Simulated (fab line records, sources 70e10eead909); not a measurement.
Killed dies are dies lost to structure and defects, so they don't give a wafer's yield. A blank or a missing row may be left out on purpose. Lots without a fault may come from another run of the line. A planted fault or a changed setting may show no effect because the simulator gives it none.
Chamber matching | flow nand_harc | NHARC_A_STAIRCASE_STRIP_476 on rie_diel-13: 4 sister chambers
The step strips in O2, time 20 s. 4 wafers are shown with their chamber, then 7 later ones without.

WAFERS WITH THEIR CHAMBER
wafer  | chamber | showerhead_plenum_p_Torr (Torr)
L087.6 | 1       | 3.76
L086.3 | 3       | 3.27
L090.1 | 2       | 3.60
L090.2 | 0       | 3.49

WAFERS WITHOUT THEIR CHAMBER
wafer  | showerhead_plenum_p_Torr (Torr)
L090.6 | 3.49
L092.1 | 3.75
L092.2 | 3.80
L092.6 | 3.80
L093.2 | 3.60
L093.3 | 3.80
L093.4 | 3.49

WHICH CHAMBER EACH WENT THROUGH
wafer  | from the rows above | in truth
L090.6 | 0                   | 0
L092.1 | 1                   | 1
L092.2 | 1                   | 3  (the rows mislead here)
L092.6 | 1                   | 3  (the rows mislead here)
L093.2 | 2                   | 2
L093.3 | 1                   | 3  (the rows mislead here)
L093.4 | 0                   | 0
Placed correctly: 4 of 7. Can't be placed from these rows: 0. Placed wrongly: 3.
How it was worked out, from the rows above alone: a wafer's distance from a chamber is the root of the sum, over the readings, of the square of ((its reading less the chamber's mean) divided by the reading's scatter). The wafer belongs to the nearest chamber; if the next one is less than 2 further off, it can't be placed. A chamber's mean is the mean of its shown wafers. The scatter: with one shown wafer a chamber, the root of the mean of the squares of how far each hidden wafer lies from its nearest shown one.
